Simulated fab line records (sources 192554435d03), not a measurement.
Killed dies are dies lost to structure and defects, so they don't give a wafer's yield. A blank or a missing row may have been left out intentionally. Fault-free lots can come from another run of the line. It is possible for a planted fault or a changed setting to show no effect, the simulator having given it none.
Chamber matching | flow n5_finfet | N5_BEOL_M4_STRIP_66 on rie_diel-01: 4 sister chambers
The step strips in CF4. 8 wafers are shown with their chamber, then 7 later ones without.

== EACH WAFER AND ITS CHAMBER ==
wafer  | chamber | throttle_valve_pct (%) | showerhead_plenum_p_Torr (Torr)
L082.2 | 1       | 13.30                  | 1.80
L082.4 | 0       | 13.80                  | 1.76
L082.5 | 2       | 13.84                  | 1.86
L087.3 | 1       | 13.32                  | 1.80
L087.5 | 3       | 13.16                  | 1.76
L087.6 | 2       | 13.84                  | 1.85
L090.1 | 3       | 13.18                  | 1.76
L090.4 | 0       | 13.80                  | 1.75

== WAFERS MISSING THEIR CHAMBER ==
wafer  | throttle_valve_pct (%) | showerhead_plenum_p_Torr (Torr)
L090.5 | 13.16                  | 1.76
L096.1 | 13.33                  | 1.80
L096.3 | 13.20                  | 1.76
L096.5 | 13.90                  | 1.85
L095.3 | 13.33                  | 1.80
L095.5 | 13.21                  | 1.76
L095.6 | 13.88                  | 1.85

== WHICH CHAMBER EACH WENT THROUGH ==
wafer  | from the rows above | in truth
L090.5 | 3                   | 3
L096.1 | 1                   | 1
L096.3 | 3                   | 3
L096.5 | 2                   | 2
L095.3 | 1                   | 1
L095.5 | 3                   | 3
L095.6 | 2                   | 2
7 of 7 placed correctly. Can't be placed from these rows: 0. Wrongly placed: 0.
How it was worked out, from the rows above alone: a wafer's distance from a chamber is the root of the sum, over the readings, of the square of ((its reading less the chamber's mean) divided by the reading's scatter). If the next closest chamber is less than 2 further off than the closest, the wafer can't be placed; otherwise it belongs to the closest. A chamber's mean is the mean of its shown wafers. The scatter: the root of (the sum of the squares of (reading less its chamber's mean) over the shown wafers, divided by (wafers less chambers)).
